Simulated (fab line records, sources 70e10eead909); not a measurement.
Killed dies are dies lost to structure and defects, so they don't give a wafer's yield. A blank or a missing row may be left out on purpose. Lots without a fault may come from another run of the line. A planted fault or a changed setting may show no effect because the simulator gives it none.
fab line records | flow nand_harc
record lots=7 wafers=21 last_day=25
route steps=1159 shown THIN_TSV@1121 END@1159
lots that met no fault: from a run of the same line without faults
start_h: hours from the record's first day to the start of the lot's first wafer shown | wait_h: hours since the lot's step before | " the same as in the row above | L1.1+2: a row that stands for several wafers | - no value, or no start given | * or withheld: withheld | < > ~ a bound
route shown NAME@n: a module of which the file shows steps, and the number in the route of the first | usual: mean/standard deviation of fault-free wafers | same: alike in all rows | chamber/n: place in a boat | sites: the reading at each site | _std_site: their standard deviation | _edge_site: outer sites' mean less inner sites' | radius_mm: how far each site lies from the wafer's centre | mask NAME#n: copy n | behind: the tool/chamber that last shaped the wafer | hold: why the lot was held/for how many hours/how that ended | device: the transistor (n, p or np) that didn't switch | end of line: the same wafers' tests at the end of the route | a step without rows: its recipe alone | killed: dies lost to structure and defects at the first sort, not the wafer's yield | map: a wafer's dies, x killed, . not, _ none there
set.NAME: the setting as run; set.NAME@STEP: as run at that earlier step | model.NAME: the simulator's own value behind a step, which no gauge read
lots at some steps of the route; a table a step, a row a wafer
services: from which hour (start_h, from the record's first day; less than 0 if before it) a tool's chamber was out of use, for how many hours, and why
## steps
# step NHARC_THIN_TSV_CD_MEAS_16
# usual cd_nm=1000.8/2
# columns lot.wafer tool chamber start_h wait_h cd_nm
L754.1 cd_sem-02 - 455.54 0.1 1003.9
L754.4 " - " " 998.4
L754.5 " - " " 1000.3
L759.3 cd_sem-03 - 477.30 0.1 1000.1
L759.4 " - " " 1000.5
L759.5 " - " " 1005.5
L760.2 cd_sem-03 - 478.76 0.1 1002.0
L760.4 " - " " 997.9
L760.5 " - " " 999.0
L758.4 cd_sem-01 - 487.28 0.1 1000.4
L758.5 " - " " 998.9
L758.6 " - " " 998.2
L761.2 cd_sem-01 - 498.39 0.1 1001.0
L761.3 " - " " 999.0
L761.5 " - " " 1001.6
L771.2 cd_sem-02 - 551.71 0.1 1002.6
L771.3 " - " " 1004.1
L771.4 " - " " 1003.7
L772.1 cd_sem-02 - 586.89 0.1 998.9
L772.4 " - " " 1001.2
L772.6 " - " " 1002.3
# step NHARC_THIN_TSV_STRIP_45
# recipe power_w=1500 temp_c=250 chemistry=O2
# step NHARC_THIN_TSV_STRIP_46
# recipe time_s=1200 temp_c=72.5 chemistry=post_etch_residue_remover
# step NHARC_THIN_TSV_DEP_47
# recipe target_thk_a=2000 temp_c=withheld pressure_torr=6.5 rf_w=900 teos_flow_sccm=161.4 flow_sccm=2650 target_thk_nm=200 gas=O2 material=SiO2
# usual throttle_valve_pct=15.9/0.53
# columns lot.wafer tool chamber start_h wait_h throttle_valve_pct
L754.1 pecvd-01 0 458.05 - 17.0
L754.4 " 1 " " 15.6
L754.5 " 0 " " 16.9
L759.3 pecvd-02 2 478.17 - 15.4
L759.4 " 0 " " 15.4
L759.5 " 1 " " 15.4
L760.2 pecvd-02 1 479.74 - 15.6
L760.4 " 1 " " 15.6
L760.5 " 2 " " 15.4
L758.6 pecvd-01 0 488.28 - 17.1
L758.5 " 1 " " 15.6
L758.4 " 2 " " 15.9
L761.2 pecvd-02 1 499.27 - 15.6
L761.3 " 2 " " 15.6
L761.5 " 2 " " 15.5
L771.3 pecvd-02 0 552.63 - 15.6
L771.2 " 1 " " 15.6
L771.4 " 1 " " 15.5
L772.1 pecvd-02 1 587.95 - 15.8
L772.4 " 2 " " 15.9
L772.6 " 0 " " 15.4
# step NHARC_THIN_TSV_ETCHBACK_48
# recipe target_depth_a=10285 over_etch_frac=0.3 time_s=405.17 ion_energy_ev=250 c4f8_flow_sccm=withheld ar_flow_sccm=withheld rf_w=600 bias_w=300 chemistry=C4F8/Ar
# step NHARC_THIN_TSV_STRIP_62
# recipe power_w=1500 temp_c=250 time_s=20 chemistry=N2/H2
# step NHARC_THIN_TSV_DEGAS_49
# recipe temp_c=300 time_s=120
# step NHARC_THIN_TSV_PRE_CLEAN_50
# recipe time_s=30 temp_c=280 gas=H2/He
# step NHARC_THIN_TSV_PVD_19
# recipe target_thk_a=200 chamber_pressure_pa=5 material=TaN
# step NHARC_THIN_TSV_PVD_51
# recipe target_thk_a=1000 chamber_pressure_pa=5 material=Cu
# step NHARC_THIN_TSV_ECD_20
# recipe target_thk_a=20000 material=Cu
# step NHARC_THIN_TSV_ANNEAL_52
# recipe temp_c=225 time_s=90
# usual wafer_temp_C_max=225.75/0.22
# columns lot.wafer tool chamber start_h wait_h wafer_temp_C_max
L754.1 rtp_anneal-02 0 460.33 0.6 225.86
L754.4 " 0 " " 225.53
L754.5 " 0 " " 225.52
L759.3 rtp_anneal-01 0 480.76 0.6 225.76
L759.4 " 0 " " 225.96
L759.5 " 0 " " 225.69
L760.2 rtp_anneal-01 0 481.90 0.7 225.95
L760.4 " 0 " " 225.61
L760.5 " 0 " " 226.08
L758.4 rtp_anneal-02 0 490.43 0.5 225.89
L758.5 " 0 " " 225.69
L758.6 " 0 " " 225.96
L761.2 rtp_anneal-02 0 501.63 0.6 225.56
L761.3 " 0 " " 225.54
L761.5 " 0 " " 225.62
L771.2 rtp_anneal-01 0 555.01 0.7 225.97
L771.3 " 0 " " 225.86
L771.4 " 0 " " 225.62
L772.1 rtp_anneal-01 0 590.08 0.5 226.15
L772.4 " 0 " " 225.98
L772.6 " 0 " " 226.27
# step NHARC_THIN_TSV_CMP_21
# recipe t_overpolish_s=30 target_thk_nm=2000
# usual edge_zone_pressure_frac=1.000/0.0051 motor_current_A=12.4/1.3 overpolish_run_s=30.001/0.0094
# columns lot.wafer tool chamber start_h wait_h edge_zone_pressure_frac motor_current_A overpolish_run_s
L754.4 cmp-01 3 460.70 - 1.003 10.3 29.985
L754.1 " 1 " " 1.003 11.6 30.000
L754.5 " 2 " " 1.003 11.8 30.000
L759.4 cmp-01 2 481.03 - 0.998 12.4 30.006
L759.3 " 3 " " 1.003 10.0 30.009
L759.5 " 2 " " 1.009 11.5 30.008
L760.2 cmp-01 1 482.19 - - - -
L760.4 " 0 " " - - -
L760.5 " 2 " " - - -
L758.4 cmp-03 0 490.65 - - - -
L758.5 " 3 " " - - -
L758.6 " 0 " " - - -
L761.2 cmp-01 3 502.01 - - - -
L761.3 " 0 " " - - -
L761.5 " 1 " " - - -
L771.3 cmp-02 2 555.31 - 1.002 13.2 30.001
L771.4 " 0 " " 1.002 10.8 29.998
L771.2 " 1 " " 1.003 12.3 29.998
L772.4 cmp-02 2 590.46 - 0.993 12.8 30.005
L772.1 " 0 " " 1.000 10.7 30.008
L772.6 " 2 " " 1.003 13.0 29.995
# step NHARC_THIN_TSV_SRD_23
# step NHARC_THIN_TSV_DEGAS_53
# recipe temp_c=300 time_s=60
# step NHARC_THIN_TSV_PRE_CLEAN_54
# recipe time_s=30 temp_c=280 gas=H2/He
# step NHARC_THIN_TSV_PVD_55
# recipe target_thk_a=500 material=TiN
# step NHARC_THIN_TSV_PVD_24
# recipe target_thk_a=8000 power_w=withheld chamber_pressure_pa=withheld substrate_temp_c=withheld time_s=withheld gas=Ar material=Al
# step NHARC_THIN_TSV_DEHYDRATE_25
# recipe temp_c=150 time_s=120
# step NHARC_THIN_TSV_HMDS_26
# recipe time_s=30
# step NHARC_THIN_TSV_COAT_27
# recipe spin_rpm=*
# step NHARC_THIN_TSV_SOFTBAKE_28
# recipe temp_c=122 time_s=95
# step NHARC_THIN_TSV_EBR_29
# step NHARC_THIN_TSV_EXPOSE_30
# recipe na=0.55 dose_mj=11.47 mask_id=PAD
# step NHARC_THIN_TSV_PEB_31
# recipe peb_temp_c=118 peb_time_s=85
# step NHARC_THIN_TSV_DEVELOP_32
# recipe time_s=70
# step NHARC_THIN_TSV_CD_MEAS_33
# recipe target_cd_nm=5000 landing_energy_ev=500
# usual cd_nm=4999.9/1.3
# columns lot.wafer tool chamber start_h wait_h cd_nm
L754.1 cd_sem-01 0 462.28 - 4999.9
L754.4 " 0 " " 5000.3
L754.5 " 0 " " 5000.9
L759.3 cd_sem-03 0 482.61 - 4997.3
L759.4 " 0 " " 4999.3
L759.5 " 0 " " 5000.1
L760.2 cd_sem-03 0 483.93 - 4999.9
L760.4 " 0 " " 5001.8
L760.5 " 0 " " 4999.2
L758.4 cd_sem-01 0 492.25 - 5000.1
L758.5 " 0 " " 5001.0
L758.6 " 0 " " 4998.2
L761.2 cd_sem-01 0 503.41 - 4998.0
L761.3 " 0 " " 5000.4
L761.5 " 0 " " 4998.0
L771.2 cd_sem-03 0 556.78 - 4999.4
L771.3 " 0 " " 5000.6
L771.4 " 0 " " 4999.6
L772.1 cd_sem-02 0 592.04 - 4999.6
L772.4 " 0 " " 4998.1
L772.6 " 0 " " 4999.6
# step NHARC_THIN_TSV_HARDBAKE_34
# recipe temp_c=125 time_s=80
# step NHARC_THIN_TSV_DESCUM_35
# recipe time_s=3 o2_flow_sccm=200 ar_flow_sccm=0 bias_power_w=0 chemistry=O2
# usual drypump_motor_current_A=5.7/0.31 oes_product_au=1.003/0.012 rf_vpp_V=57.8/0.95 showerhead_plenum_p_Torr=1.92/0.092 throttle_valve_pct=11.311/0.0089
# columns lot.wafer tool chamber start_h wait_h drypump_motor_current_A oes_product_au rf_hours_counter_h rf_vpp_V showerhead_plenum_p_Torr throttle_valve_pct
L754.4 rie_diel-04 3 462.46 - 5.4 1.021 12 57.3 1.91 11.317
L754.1 " 1 " " 5.9 0.987 12 58.6 2.00 11.305
L754.5 " 3 " " 5.4 1.007 - 57.3 1.91 11.307
L759.3 rie_diel-04 0 482.76 - 5.8 0.986 0 58.0 1.92 11.301
L759.4 " 2 " " 5.3 0.989 1 56.3 1.90 11.310
L759.5 " 1 " " 5.9 0.990 - 57.6 2.00 11.297
L760.4 rie_diel-13 0 484.09 - 5.6 1.014 2 57.8 1.78 11.305
L760.2 " 2 " " 5.9 0.998 2 58.5 2.04 11.313
L760.5 " 0 " " 5.6 1.022 - 56.2 1.78 11.314
L758.4 rie_diel-13 3 492.41 - 5.8 1.006 2 58.8 2.05 11.315
L758.5 " 3 " " 5.8 1.012 - 57.4 2.05 11.314
L758.6 " 0 " " 5.6 1.009 - 58.0 1.78 11.310
L761.2 rie_diel-12 1 503.58 - 4.8 0.986 15 58.1 1.83 11.312
L761.3 " 2 " " 5.7 0.998 15 57.2 1.93 11.299
L761.5 " 1 " " 4.8 1.002 - 56.6 1.83 11.314
L771.4 rie_diel-04 2 556.95 - 5.3 0.995 4 58.3 1.89 11.317
L771.2 " 3 " " 5.4 0.997 5 58.4 1.91 11.303
L771.3 " 0 " " 5.8 0.970 5 57.4 1.92 11.312
L772.1 rie_diel-13 0 592.23 - 5.6 1.027 8 57.1 1.78 11.306
L772.6 " 3 " " 5.8 1.005 - 58.7 2.05 11.322
L772.4 " 0 " " 5.6 1.023 - 58.1 1.78 11.318
# step NHARC_THIN_TSV_ETCH_59
# recipe target_depth_a=8800 icp_w=900 bias_w=100 Cl2_flow_sccm=60 bcl3_flow_sccm=30 time_s=138.1 chemistry=Cl2/BCl3
# step NHARC_THIN_TSV_ETCH_36
# recipe target_depth_a=650 over_etch_frac=0.3 time_s=18.571 ion_energy_ev=150 chemistry=Cl2/BCl3
# usual drypump_motor_current_A=5.7/0.36 oes_product_au=1.000/0.0094
# columns lot.wafer tool chamber start_h wait_h drypump_motor_current_A oes_product_au rf_hours_counter_h
L754.1 rie_metal-03 0 462.85 0.2 6.1 1.000 0.2
L754.4 " 0 " " 6.1 0.995 -
L754.5 " 0 " " 6.1 0.998 -
L759.4 rie_metal-01 0 483.16 0.2 5.7 0.988 -
L759.3 " 1 " " 5.4 0.993 -
L759.5 " 1 " " 5.4 1.008 -
L760.2 rie_metal-03 0 484.48 0.2 6.1 1.007 0.8
L760.4 " 0 " " 6.1 0.999 -
L760.5 " 1 " " 6.2 0.994 -
L758.4 rie_metal-03 0 492.81 0.2 6.1 1.003 -
L758.6 " 1 " " 6.3 1.000 -
L758.5 " 0 " " 6.1 1.018 -
L761.2 rie_metal-02 0 503.96 0.2 5.3 0.999 3.2
L761.3 " 0 " " 5.3 0.993 -
L761.5 " 0 " " 5.3 0.988 -
L771.2 rie_metal-03 1 557.33 0.2 6.3 0.983 2.9
L771.3 " 1 " " 6.3 0.991 -
L771.4 " 0 " " 6.1 0.996 -
L772.1 rie_metal-02 1 592.61 0.2 5.6 1.006 0.7
L772.4 " 1 " " 5.6 0.999 -
L772.6 " 1 " " 5.6 1.001 -
# step NHARC_THIN_TSV_STRIP_56
# recipe power_w=1500 temp_c=250 chemistry=O2
# usual drypump_motor_current_A=6.0/0.39 heater_power_w=301/17
# columns lot.wafer tool chamber start_h wait_h drypump_motor_current_A heater_power_w rf_hours_counter_h
L754.1 plasma_asher-01 0 462.94 0.1 6.1 286 0
L754.4 " 0 " " 6.1 280 -
L754.5 " 0 " " 6.2 291 -
L759.3 plasma_asher-02 0 483.34 0.2 6.4 332 -
L759.4 " 1 " " 5.8 282 -
L759.5 " 1 " " 5.8 279 -
L760.2 plasma_asher-02 0 484.69 0.2 6.4 321 41
L760.4 " 0 " " 6.4 312 -
L760.5 " 1 " " 5.9 279 -
L758.4 plasma_asher-02 0 493.03 0.2 6.4 326 -
L758.5 " 1 " " 5.8 285 -
L758.6 " 0 " " 6.4 323 -
L761.2 plasma_asher-02 0 504.06 0.1 6.4 320 49
L761.3 " 1 " " 5.8 288 -
L761.5 " 0 " " 6.4 318 -
L771.2 plasma_asher-02 1 557.59 0.3 5.8 295 6
L771.3 " 1 " " 5.8 290 -
L771.4 " 0 " " 6.4 329 -
L772.1 plasma_asher-02 0 592.75 0.1 6.4 318 19
L772.4 " 0 " " 6.4 326 -
L772.6 " 1 " " 5.8 296 -
# step NHARC_THIN_TSV_STRIP_57
# recipe time_s=1200 temp_c=72.5 chemistry=post_etch_residue_remover
# step NHARC_THIN_TSV_CD_MEAS_37
# usual cd_nm=5000.4/2.5
# columns lot.wafer tool chamber start_h wait_h cd_nm
L754.1 cd_sem-02 - 463.73 - 5002.5
L754.4 " - " " 4998.3
L754.5 " - " " 5000.9
L759.3 cd_sem-01 - 484.06 - 4995.3
L759.4 " - " " 4999.1
L759.5 " - " " 5004.2
L760.2 cd_sem-02 - 485.49 - 5000.5
L760.4 " - " " 4998.4
L760.5 " - " " 4996.2
L758.4 cd_sem-02 - 493.69 - 4999.8
L758.5 " - " " 4999.5
L758.6 " - " " 4995.3
L761.2 cd_sem-02 - 504.86 - 4998.9
L761.3 " - " " 4999.7
L761.5 " - " " 4998.1
L771.2 cd_sem-03 - 558.38 - 5000.9
L771.3 " - " " 5003.4
L771.4 " - " " 5004.0
L772.1 cd_sem-02 - 593.50 - 4997.5
L772.4 " - " " 4998.5
L772.6 " - " " 5001.7
# step NHARC_THIN_TSV_ANNEAL_58
# recipe temp_c=400 time_s=1800
# step NHARC_THIN_TSV_INSPECT_40
# usual raw_defect_count=473/75
# columns lot.wafer tool chamber start_h wait_h raw_defect_count
L754.1 defect_inspect-01 - 467.55 0.4 482
L754.4 " - " " 593
L754.5 " - " " 453
L759.3 defect_inspect-02 - 488.27 0.4 462
L759.4 " - " " 435
L759.5 " - " " 579
L760.2 defect_inspect-01 - 488.27 0.4 6515
L760.4 " - " " 6407
L760.5 " - " " 6290
L758.4 defect_inspect-02 - 498.76 0.4 6381
L758.5 " - " " 6483
L758.6 " - " " 6303
L761.2 defect_inspect-02 - 510.99 0.4 6586
L761.3 " - " " 6403
L761.5 " - " " 6354
L771.2 defect_inspect-02 - 561.23 0.4 384
L771.3 " - " " 395
L771.4 " - " " 432
L772.1 defect_inspect-02 - 596.62 0.4 503
L772.4 " - " " 498
L772.6 " - " " 437
# step NHARC_END_SORT_01
# recipe temp_c=25
# usual defect_limited_yield=95.6/1.4 killed_at_array=26/9 killed_at_other=0.8/1.2 killed_at_periphery=3.2/2.3 killed_dies=30/9.1 killed_open=3.5/2 killed_short=1.8/1.4 sort_bin_2_pct=1.4/0.59 sort_bin_3_pct=0.25/0.22 sort_bin_4_pct=2.8/0.91 sort_n_pass=647/9.1 sort_rim_yield_pct=95.4/3 sort_yield_pct=95.6/1.4
# same gross_dies=677 sort_bin_5_pct[%]=0 sort_bin_6_pct[%]=0 sort_bin_7_pct[%]=0 sort_bin_8_pct[%]=0 sort_rim_n_gross=106.00
# columns lot.wafer tool chamber start_h wait_h defect_limited_yield[%] killed_at_array killed_at_other killed_at_periphery killed_dies killed_open killed_short sort_bin_2_pct[%] sort_bin_3_pct[%] sort_bin_4_pct[%] sort_n_pass sort_rim_yield_pct[%] sort_yield_pct[%]
L760.2 prober-02 0 492.17 2.8 0 23 653 1 677 4 0 0.9 96.60 2.5 0 0 0
L760.4 prober-02 0 493.77 3.4 0 27 647 3 677 2 2 1.0 96.01 3.0 0 0 0
L760.5 prober-02 0 494.58 3.7 0 25 651 1 677 0 0 1.5 96.16 2.4 0 0 0
L758.4 prober-01 0 504.18 3.4 0 27 648 2 677 7 4 1.3 95.72 3.0 0 0 0
L758.5 prober-01 0 504.98 3.7 0 26 650 1 677 2 0 1.5 96.16 2.4 0 0 0
L758.6 prober-01 0 505.78 4.0 0 27 648 2 677 5 4 0.9 95.86 3.2 0 0 0
L761.2 prober-02 0 514.88 2.8 0 27 648 2 677 4 2 1.0 95.86 3.1 0 0 0
L761.3 prober-02 0 515.69 3.1 0 19 657 1 677 2 2 1.2 97.05 1.8 0 0 0
L761.5 prober-02 0 517.31 3.7 0 23 650 4 677 3 1 2.1 96.16 1.8 0 0 0
L771.2 prober-02 0 565.07 2.8 97.5 11 0 6 17 4 2 0.4 0.30 1.8 660 95.3 97.5
L771.3 prober-02 0 565.86 3.1 96.8 16 0 6 22 3 0 1.0 0 2.2 655 96.2 96.8
L771.4 prober-02 0 566.65 3.4 96.0 23 0 4 27 3 3 0.9 0.15 3.0 650 93.4 96.0
# killed by level:class
L760.2 THIN_TSV:area_cmp=653 A_CHANNEL_HOLE_D1:chamber_film_flake=14 A_CHANNEL_FILL_D1:chamber_film_flake=3 A_SOURCE_PLATE:geometric_particle:open=1 A_ONON_D1:geometric_particle:open=1 A_SGD_CUT:geometric_particle:open=1 A_CONTACT:geometric_particle:open=1 P_ZERO_WELL:chamber_film_flake=1
L760.4 THIN_TSV:area_cmp=647 A_CHANNEL_HOLE_D1:chamber_film_flake=14 A_CONTACT:chamber_film_flake=6 A_STAIRCASE:chamber_film_flake=2 P_M1:geometric_particle:short=1 P_M2:geometric_particle:open=1 A_SOURCE_PLATE:geometric_particle:open=1 A_ONON_D1:geometric_particle:short=1
L760.5 THIN_TSV:area_cmp=650 A_CHANNEL_HOLE_D1:chamber_film_flake=18 A_CONTACT:chamber_film_flake=4 A_STAIRCASE:chamber_film_flake=2 P_ZERO_WELL:chamber_film_flake=1 A_ZERO_WELL:chamber_film_flake=1 THIN_TSV:chamber_film_flake=1
L758.4 THIN_TSV:area_cmp=647 A_CHANNEL_HOLE_D1:chamber_film_flake=16 A_CONTACT:geometric_particle:open=3 P_GATE:geometric_particle:open=1 P_GATE:geometric_particle:short=1 A_SOURCE_PLATE:geometric_particle:open=1 A_ONON_D1:geometric_particle:open=1 A_SGD_CUT:geometric_particle:open=1
L758.5 THIN_TSV:area_cmp=650 A_CHANNEL_HOLE_D1:chamber_film_flake=23 P_M0:geometric_particle:open=1 A_SGD_CUT:geometric_particle:open=1 A_ZERO_WELL:chamber_film_flake=1 A_CONTACT:chamber_film_flake=1
L758.6 THIN_TSV:area_cmp=647 A_CHANNEL_HOLE_D1:chamber_film_flake=17 A_CONTACT:chamber_film_flake=3 A_CONTACT:geometric_particle:open=2 P_CONTACT:geometric_particle:open=1 P_M1:geometric_particle:open=1 A_ONON_D1:geometric_particle:short=1 A_CHANNEL_HOLE_D1:geometric_particle:short=1
L761.2 THIN_TSV:area_cmp=648 A_SLIT:chamber_film_flake=12 A_CHANNEL_HOLE_D1:chamber_film_flake=5 A_CONTACT:chamber_film_flake=5 A_CHANNEL_FILL_D1:geometric_particle:open=2 P_M1:geometric_particle:open=1 P_M2:geometric_particle:short=1 A_CHANNEL_FILL_D1:geometric_particle:short=1
L761.3 THIN_TSV:area_cmp=655 A_SLIT:chamber_film_flake=7 A_CONTACT:chamber_film_flake=5 A_CHANNEL_HOLE_D1:chamber_film_flake=4 THIN_TSV:chamber_film_flake=2 P_M0:geometric_particle:open=1 A_ONON_D1:geometric_particle:open=1 A_SGD_CUT:geometric_particle:short=1
L761.5 THIN_TSV:area_cmp=650 A_SLIT:chamber_film_flake=5 A_CONTACT:chamber_film_flake=5 A_CONTACT:geometric_particle:open=3 A_CHANNEL_HOLE_D1:chamber_film_flake=3 A_STAIRCASE:chamber_film_flake=3 P_M1:chamber_film_flake=2 P_BONDPAD:chamber_film_flake=2
L771.2 A_CHANNEL_HOLE_D1:chamber_film_flake=5 P_CONTACT:geometric_particle:open=2 A_CHANNEL_FILL_D1:geometric_particle:open=2 P_ZERO_WELL:chamber_film_flake=2 A_CONTACT:chamber_film_flake=2 P_STI:geometric_particle:short=1 A_WL_FILL:geometric_particle:short=1 P_STI:chamber_film_flake=1
L771.3 A_CHANNEL_HOLE_D1:chamber_film_flake=7 P_STI:chamber_film_flake=3 A_CONTACT:chamber_film_flake=3 A_ZERO_WELL:chamber_film_flake=2 P_CONTACT:geometric_particle:open=1 A_CHANNEL_FILL_D1:geometric_particle:open=1 A_WL_FILL:geometric_particle:open=1 P_ZERO_WELL:chamber_film_flake=1
L771.4 A_CONTACT:chamber_film_flake=6 A_CHANNEL_HOLE_D1:chamber_film_flake=5 A_STAIRCASE:chamber_film_flake=5 P_CONTACT:geometric_particle:open=2 A_WL_FILL:geometric_particle:short=2 A_SLIT:chamber_film_flake=2 A_CHANNEL_HOLE_D1:geometric_particle:short=1 A_CONTACT:geometric_particle:open=1
# map L758.4 (x killed, . not)
____________x____________
_________xxxxxxx_________
_______xxxxxxxxxxx_______
______xxxxxxxxxxxxx______
_____xxxxxxxxxxxxxxx_____
____xxxxxxxxxxxxxxxxx____
____xxxxxxxxxxxxxxxxx____
___xxxxxxxxxxxxxxxxxxx___
___xxxxxxxxxxxxxxxxxxx___
__xxxxxxxxxxxxxxxxxxxxx__
__xxxxxxxxxxxxxxxxxxxxx__
_xxxxxxxxxxxxxxxxxxxxxxx_
_xxxxxxxxxxxxxxxxxxxxxxx_
_xxxxxxxxxxxxxxxxxxxxxxx_
_xxxxxxxxxxxxxxxxxxxxxxx_
_xxxxxxxxxxxxxxxxxxxxxxx_
xxxxxxxxxxxxxxxxxxxxxxxxx
xxxxxxxxxxxxxxxxxxxxxxxxx
xxxxxxxxxxxxxxxxxxxxxxxxx
xxxxxxxxxxxxxxxxxxxxxxxxx
xxxxxxxxxxxxxxxxxxxxxxxxx
_xxxxxxxxxxxxxxxxxxxxxxx_
_xxxxxxxxxxxxxxxxxxxxxxx_
_xxxxxxxxxxxxxxxxxxxxxxx_
_xxxxxxxxxxxxxxxxxxxxxxx_
_xxxxxxxxxxxxxxxxxxxxxxx_
__xxxxxxxxxxxxxxxxxxxxx__
__xxxxxxxxxxxxxxxxxxxxx__
___xxxxxxxxxxxxxxxxxxx___
___xxxxxxxxxxxxxxxxxxx___
____xxxxxxxxxxxxxxxxx____
____xxxxxxxxxxxxxxxxx____
_____xxxxxxxxxxxxxxx_____
______xxxxxxxxxxxxx______
_______xxxxxxxxxxx_______
_________xxxxxxx_________
____________x____________
# map L760.2 (x killed, . not)
____________x____________
_________xxxxxxx_________
_______xxxxxxxxxxx_______
______xxxxxxxxxxxxx______
_____xxxxxxxxxxxxxxx_____
____xxxxxxxxxxxxxxxxx____
____xxxxxxxxxxxxxxxxx____
___xxxxxxxxxxxxxxxxxxx___
___xxxxxxxxxxxxxxxxxxx___
__xxxxxxxxxxxxxxxxxxxxx__
__xxxxxxxxxxxxxxxxxxxxx__
_xxxxxxxxxxxxxxxxxxxxxxx_
_xxxxxxxxxxxxxxxxxxxxxxx_
_xxxxxxxxxxxxxxxxxxxxxxx_
_xxxxxxxxxxxxxxxxxxxxxxx_
_xxxxxxxxxxxxxxxxxxxxxxx_
xxxxxxxxxxxxxxxxxxxxxxxxx
xxxxxxxxxxxxxxxxxxxxxxxxx
xxxxxxxxxxxxxxxxxxxxxxxxx
xxxxxxxxxxxxxxxxxxxxxxxxx
xxxxxxxxxxxxxxxxxxxxxxxxx
_xxxxxxxxxxxxxxxxxxxxxxx_
_xxxxxxxxxxxxxxxxxxxxxxx_
_xxxxxxxxxxxxxxxxxxxxxxx_
_xxxxxxxxxxxxxxxxxxxxxxx_
_xxxxxxxxxxxxxxxxxxxxxxx_
__xxxxxxxxxxxxxxxxxxxxx__
__xxxxxxxxxxxxxxxxxxxxx__
___xxxxxxxxxxxxxxxxxxx___
___xxxxxxxxxxxxxxxxxxx___
____xxxxxxxxxxxxxxxxx____
____xxxxxxxxxxxxxxxxx____
_____xxxxxxxxxxxxxxx_____
______xxxxxxxxxxxxx______
_______xxxxxxxxxxx_______
_________xxxxxxx_________
____________x____________
## services
# columns tool chamber start_h hours kind
cmp-02 - 447.48 0.7 repair
pecvd-01 - 448.27 0.9 repair
rie_diel-12 2 448.39 1.4 repair
plasma_asher-02 - 449.39 2.4 repair
rie_diel-13 - 453.00 9.0 pm
rie_metal-03 - 453.00 9.0 pm
rie_metal-02 1 457.24 5.4 repair
pecvd-01 2 457.95 3.3 repair
rie_diel-04 - 465.90 9.0 pm
cmp-02 - 468.59 2.0 repair
cmp-01 - 473.50 4.0 pm
rie_diel-04 - 477.13 0.4 repair
cmp-01 - 483.24 0.9 repair
cmp-02 - 495.48 3.9 repair
rie_diel-13 0 513.87 6.6 repair
pecvd-02 - 515.27 13.0 pm
cmp-02 - 520.61 4.0 pm
pecvd-01 2 524.80 6.5 repair
plasma_asher-02 - 537.31 9.0 pm
rie_diel-04 2 541.93 3.6 repair
cmp-02 - 562.42 1.7 repair
rie_metal-02 - 565.00 9.0 pm
cmp-01 - 571.50 4.0 pm
rie_diel-13 1 590.67 1.6 repair
## key
first_sign step=NHARC_THIN_TSV_CMP_21 reading=tool_record direction=missing
effect step=NHARC_THIN_TSV_INSPECT_40 reading=raw_defect_count direction=up sigmas=79 usual=473 struck=6414
effect step=NHARC_END_SORT_01 reading=killed_at_other direction=up sigmas=99+ usual=0.8 struck=650.2
more_kills_born_at NHARC_THIN_TSV_CMP_21@cmp-01=3903 NHARC_THIN_TSV_CMP_21@cmp-03=1944
met_at NHARC_THIN_TSV_CMP_21
struck_wafers L758.4,L758.5,L758.6,L760.2,L760.4,L760.5,L761.2,L761.3,L761.5
later_rows_left_out L758.4,L758.5,L758.6,L760.2,L760.4,L760.5,L761.2,L761.3,L761.5
onset_between 481.03 482.19
fault kind=skipped_step_whole tool=cmp-01,cmp-03 chamber=- onset_h=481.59 steps=NHARC_THIN_TSV_CMP_21 scope=struck_lots_only
# later_rows_left_out: the simulator's readings of these wafers behind a module that went badly wrong aren't trusted and aren't shown, but for the sort
